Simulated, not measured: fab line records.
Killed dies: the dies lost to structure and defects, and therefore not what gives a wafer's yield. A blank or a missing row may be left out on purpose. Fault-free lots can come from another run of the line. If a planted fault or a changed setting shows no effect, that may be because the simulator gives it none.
What tool caused it? + flow nandHarc + Sampling: 14 lots, 42 wafers, 4 of 1302 route steps

WHAT THE GAUGES SHOWED, per wafer
NHARC_A_BLC_OVL_MEAS_11. Usual: overlayXNm 0.0 nm, standard deviation 0.9; overlayYNm -0.1 nm, standard deviation 0.9.
| lot  | measured     | on         | overlayXNm (nm) | overlayYNm (nm) | flag |
|------|--------------|------------|-----------------|-----------------|------|
| L265 | day 22 20:40 | overlay-01 | 0.3 0.0 0.4     | 0.1 0.3 -0.1    |      |
| L267 | day 23 04:50 | overlay-02 | -0.7 -0.9 -0.6  | 0.2 0.0 -0.3    |      |
| L268 | day 23 21:07 | overlay-01 | -0.4 -1.2 -0.3  | 0.7 0.6 0.9     |      |
| L272 | day 25 02:25 | overlay-02 | -1.3 -1.5 -1.5  | 0.7 0.8 0.4     |      |
| L273 | day 26 05:08 | overlay-01 | -0.8 -0.9 -0.6  | 0.3 -0.2 0.8    |      |
| L278 | day 28 07:33 | overlay-02 | -1.2 -1.6 -0.9  | 0.1 0.8 0.3     |      |
| L280 | day 28 11:11 | overlay-01 | -0.7 -0.3 -0.4  | 1.3 0.8 0.9     |      |
| L281 | day 28 22:55 | overlay-01 | 1.1 0.7 1.1     | -1.0 -0.1 -0.6  |      |
| L282 | day 29 07:14 | overlay-01 | 1.0 0.9 1.0     | -1.4 -1.6 -1.8  |      |
| L285 | day 30 07:27 | overlay-02 | 0.1 0.3 0.1     | -1.8 -1.8 -2.4  |      |
| L283 | day 30 11:10 | overlay-02 | 0.8 -0.4 0.0    | -0.8 -1.1 -1.3  |      |
| L284 | day 30 14:50 | overlay-01 | -0.1 -0.6 -0.3  | -1.1 -0.5 -1.4  |      |
| L287 | day 31 03:48 | overlay-02 | -1.4 -1.0 -0.5  | 0.3 0.2 0.5     |      |
| L288 | day 32 14:08 | overlay-02 | 1.0 0.9 0.8     | -0.9 -0.6 0.4   |      |

NHARC_A_M0_CD_MEAS_09 targets a cd of 80 nm. Usual: cdNm 80.1 nm, standard deviation 0.9.
| lot  | measured     | on       | cdNm (nm)      | flag |
|------|--------------|----------|----------------|------|
| L265 | day 23 00:50 | cdSem-03 | 80.3 81.7 81.6 |      |
| L267 | day 23 09:14 | cdSem-01 | 81.4 82.3 80.2 |      |
| L268 | day 24 01:03 | cdSem-03 | 79.3 79.5 79.2 |      |
| L272 | day 25 06:25 | cdSem-02 | 95.5 95.2 95.7 | OFF  |
| L273 | day 26 09:03 | cdSem-01 | 92.2 92.2 92.3 | OFF  |
| L278 | day 28 11:25 | cdSem-03 | 81.3 79.9 80.0 |      |
| L280 | day 28 15:10 | cdSem-01 | 79.3 78.2 78.6 |      |
| L281 | day 29 02:56 | cdSem-01 | 79.5 80.3 79.7 |      |
| L282 | day 29 11:13 | cdSem-02 | 79.8 80.2 80.2 |      |
| L285 | day 30 11:20 | cdSem-01 | 80.2 79.9 79.6 |      |
| L283 | day 30 15:08 | cdSem-03 | 78.6 78.4 78.9 |      |
| L284 | day 30 18:43 | cdSem-03 | 79.9 81.5 80.6 |      |
| L287 | day 31 07:57 | cdSem-03 | 79.8 80.7 80.1 |      |
| L288 | day 32 18:04 | cdSem-01 | 81.2 79.2 79.9 |      |

EACH LOT AND THE TOOL THAT RAN IT (in order: tool; ch and the chambers of the sampled wafers; start)
| lot  | NHARC_A_BLC_STRIP_29              | NHARC_A_M0_PEB_07                |
|------|-----------------------------------|----------------------------------|
| L265 | rieDiel-09 ch 1,2,3, day 22 21:54 | lithoTrack-01 ch 0, day 23 00:45 |
| L267 | rieDiel-09 ch 0,2,3, day 23 05:59 | lithoTrack-01 ch 0, day 23 09:10 |
| L268 | rieDiel-09 ch 1,2,3, day 23 22:16 | lithoTrack-06 ch 0, day 24 00:58 |
| L272 | rieDiel-11 ch 1,2, day 25 03:34   | lithoTrack-04 ch 0, day 25 06:20 |
| L273 | rieDiel-11 ch 0,2,3, day 26 06:17 | lithoTrack-04 ch 0, day 26 08:58 |
| L278 | rieDiel-09 ch 1,2, day 28 08:42   | lithoTrack-01 ch 0, day 28 11:20 |
| L280 | rieDiel-09 ch 0,1, day 28 12:19   | lithoTrack-06 ch 0, day 28 15:05 |
| L281 | rieDiel-09 ch 2,3, day 29 00:04   | lithoTrack-06 ch 0, day 29 02:52 |
| L282 | rieDiel-11 ch 0,3, day 29 08:31   | lithoTrack-04 ch 0, day 29 11:08 |
| L285 | rieDiel-11 ch 1,2, day 30 08:35   | lithoTrack-04 ch 0, day 30 11:15 |
| L283 | rieDiel-09 ch 0,1, day 30 12:19   | lithoTrack-06 ch 0, day 30 15:03 |
| L284 | rieDiel-09 ch 1,2,3, day 30 16:00 | lithoTrack-01 ch 0, day 30 18:38 |
| L287 | rieDiel-09 ch 1,3, day 31 05:05   | lithoTrack-01 ch 0, day 31 07:52 |
| L288 | rieDiel-09 ch 0,3, day 32 15:16   | lithoTrack-06 ch 0, day 32 17:59 |
- NHARC_A_BLC_STRIP_29: strips in CF4.
- NHARC_A_M0_PEB_07: peb time 65 s.

WHAT THE TOOLS THEMSELVES READ (means of the sampled wafers that have a number; where no wafer has one, the mark that the record gives instead)
NHARC_A_BLC_STRIP_29. Usual: drypumpMotorCurrentA 5.94 A, standard deviation 0.25; oesProductAu 1.002 a.u., standard deviation 0.012; rfVppV 59.5 V, standard deviation 0.89; showerheadPlenumPTorr 1.78 Torr, standard deviation 0.067; throttleValvePct 13.285 %, standard deviation 0.0094.
| lot  | tool       | drypumpMotorCurrentA (A) | oesProductAu (a.u.) | rfVppV (V) | showerheadPlenumPTorr (Torr) | throttleValvePct (%) | flag |
|------|------------|--------------------------|---------------------|------------|------------------------------|----------------------|------|
| L265 | rieDiel-09 | 5.94                     | 1.005               | 59.1       | 1.78                         | 13.288               |      |
| L267 | rieDiel-09 | 5.96                     | 1.017               | 59.2       | 1.81                         | 13.286               |      |
| L268 | rieDiel-09 | 5.92                     | 1.010               | 59.5       | 1.78                         | 13.291               |      |
| L272 | rieDiel-11 | 5.75                     | 1.005               | 60.1       | 1.73                         | 13.292               |      |
| L273 | rieDiel-11 | 5.96                     | 1.001               | 59.9       | 1.78                         | 13.278               |      |
| L278 | rieDiel-09 | 5.80                     | 1.016               | 59.6       | 1.80                         | 13.280               |      |
| L280 | rieDiel-09 | 5.90                     | 0.999               | 59.5       | 1.83                         | 13.282               |      |
| L281 | rieDiel-09 | 5.90                     | 1.026               | 60.2       | 1.78                         | 13.289               |      |
| L282 | rieDiel-11 | 6.09                     | 0.998               | 60.2       | 1.76                         | 13.276               |      |
| L285 | rieDiel-11 | 5.73                     | 0.993               | 59.3       | 1.73                         | 13.270               |      |
| L283 | rieDiel-09 | 5.94                     | 0.988               | 59.5       | 1.86                         | 13.285               |      |
| L284 | rieDiel-09 | 5.93                     | 1.008               | 58.8       | 1.78                         | 13.281               |      |
| L287 | rieDiel-09 | 6.05                     | 1.006               | 59.0       | 1.76                         | 13.283               |      |
| L288 | rieDiel-09 | 6.07                     | 1.003               | 58.5       | 1.79                         | 13.288               |      |

NHARC_A_M0_PEB_07. Usual: heaterPowerTotalW 156.6 W, standard deviation 0.41; plateTempC 100.00 C, standard deviation 0.14.
| lot  | tool          | heaterPowerTotalW (W) | plateTempC (C) | flag |
|------|---------------|-----------------------|----------------|------|
| L265 | lithoTrack-01 | 156.4                 | 99.96          |      |
| L267 | lithoTrack-01 | 156.8                 | 100.12         |      |
| L268 | lithoTrack-06 | 156.1                 | 99.95          |      |
| L272 | lithoTrack-04 | 165.8                 | 104.06         | OFF  |
| L273 | lithoTrack-04 | 165.4                 | 104.30         | OFF  |
| L278 | lithoTrack-01 | 156.7                 | 99.98          |      |
| L280 | lithoTrack-06 | 157.0                 | 100.18         |      |
| L281 | lithoTrack-06 | 156.5                 | 99.98          |      |
| L282 | lithoTrack-04 | 156.7                 | 100.02         |      |
| L285 | lithoTrack-04 | 156.3                 | 99.95          |      |
| L283 | lithoTrack-06 | 156.9                 | 100.03         |      |
| L284 | lithoTrack-01 | 156.4                 | 99.89          |      |
| L287 | lithoTrack-01 | 157.1                 | 99.97          |      |
| L288 | lithoTrack-06 | 156.8                 | 100.15         |      |

THE ANSWER, worked out from the rows above alone
Rule: a lot is off if the mean of its wafers that have a number lies more than 3 standard deviations from the usual mean. Also off: a lot with no number at a reading for which 4 or more lots have one. Where the step has rows for the other lots, those lots are counted as sound. The gauges are gone through in route order, then the tools' own readings, and for those a lot's mean is taken as printed above. At the first step where some lot is off, the reading lying furthest off is the one used; lots without a number count as furthest.
Off: L272, L273 (NHARC_A_M0_CD_MEAS_09, cdNm).
If a tool, at a process step before that reading, ran all the lots that are off and no sound lot after the first of them, it fits. The gauges at NHARC_A_M0_CD_MEAS_09 aren't tried: what is off there is off at NHARC_A_M0_PEB_07 too, on other tools, and a gauge's error can't cause that. Not one of the candidates tried fits.

WHAT WAS PUT IN BY THE SIMULATOR
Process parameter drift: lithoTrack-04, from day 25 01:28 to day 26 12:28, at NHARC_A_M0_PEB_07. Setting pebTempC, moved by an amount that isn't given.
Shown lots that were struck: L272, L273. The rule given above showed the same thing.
